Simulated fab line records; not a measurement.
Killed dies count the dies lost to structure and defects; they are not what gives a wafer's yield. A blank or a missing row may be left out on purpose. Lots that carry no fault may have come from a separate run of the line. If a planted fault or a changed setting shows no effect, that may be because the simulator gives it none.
Code-filled problem report in 8D (eight disciplines) form | flow n5Finfet | the parts of the form that need people (team, actions taken, sign-off) are left out

## 1. PROBLEM STATEMENT
At N5_PASSIVATION_CD_MEAS_30, cdNm averages 4034.2 nm over 6 wafers from 3 lots, while fault-free wafers read 4000.1 nm, standard deviation 1.3. That puts it +26 standard deviations away from the usual mean.
The step: target cd 4000 nm.
Seen first at day 15 09:25 on cdSem-02, wafer L466.4. At this step, 27 wafers from 10 lots have a number in the record. Rule for "out" (also "out of limits"): further than 4 standard deviations from the usual mean. Any other wafer with a number is counted as sound.

## 2. WHAT THIS IS AND IS NOT
question                    | is                     | is not
which readings at this step | cdNm                   | -
which lots                  | L466, L467, L469       | L453, L455, L459, L460, L472, L473, L476
which wafers of those lots  | all that have a number | -
read on which gauges        | cdSem-02, cdSem-03     | cdSem-01
when                        | from day 15 09:25      | up to then (12 sound wafers); but 9 sound wafers of L472, L473, L476 came after

## 3. WHAT RULES OUT EACH SUSPECT
Counting: a tool at any process step up to the reading remains a suspect when it ran all the lots that are out and ran no sound lot after the first of those.
- ruled out: the gauge at N5_PASSIVATION_CD_MEAS_30. 2 gauges (cdSem-02, cdSem-03) read the wafers that are out.
- krfScanner-02 at N5_PASSIVATION_EXPOSE_27 (exposes mask PAD, defocus 0 nm): kept. All lots that are out passed through it, beginning with L466 at day 15 09:15, and no sound lot followed; its final sound lot before that point was L460 at day 13 12:34.
Left after counting: krfScanner-02 at N5_PASSIVATION_EXPOSE_27.

## 4. THE CAUSE (what the simulator had put in)
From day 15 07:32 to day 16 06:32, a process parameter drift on krfScanner-02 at N5_PASSIVATION_EXPOSE_27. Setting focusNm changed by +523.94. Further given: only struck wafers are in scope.
Only this tool survived the counting.

## 5. THE EFFECT CHAIN, in route order
Rows list readings where the struck wafers' mean (over those with a number) sits beyond 3 standard deviations from the usual. Scope: only readings with a usual standard deviation given in the record; hours: median across lots of the time from each lot's start at the first step in this table that gives one to its start at this step; sigmas: change in usual standard deviations.
hours | step                      | reading | usual     | on struck wafers | change | sigmas
0     | N5_PASSIVATION_CD_MEAS_30 | cdNm    | 4000.1 nm | 4034.2           | +34.1  | +26
Later steps that measure or inspect, where all struck wafers having a row at the step show a number for every such reading and not one has moved that far: N5_PASSIVATION_INSPECT_64.

## 6. HOW IT WOULD HAVE BEEN CAUGHT EARLIER
The first out-of-limits reading at a measuring or inspecting step in this record came at day 15 09:25, 2 hours after the fault's start at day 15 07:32.
Tool readings at N5_PASSIVATION_EXPOSE_27 with a usual standard deviation given in the record: none out on any struck wafer, hence no alarm at a limit of 4 standard deviations on them.
Lots out: 3; of these, L469, L467 started N5_PASSIVATION_EXPOSE_27 on krfScanner-02 after day 15 09:25. A hold on the tool at that time would have spared those 2.
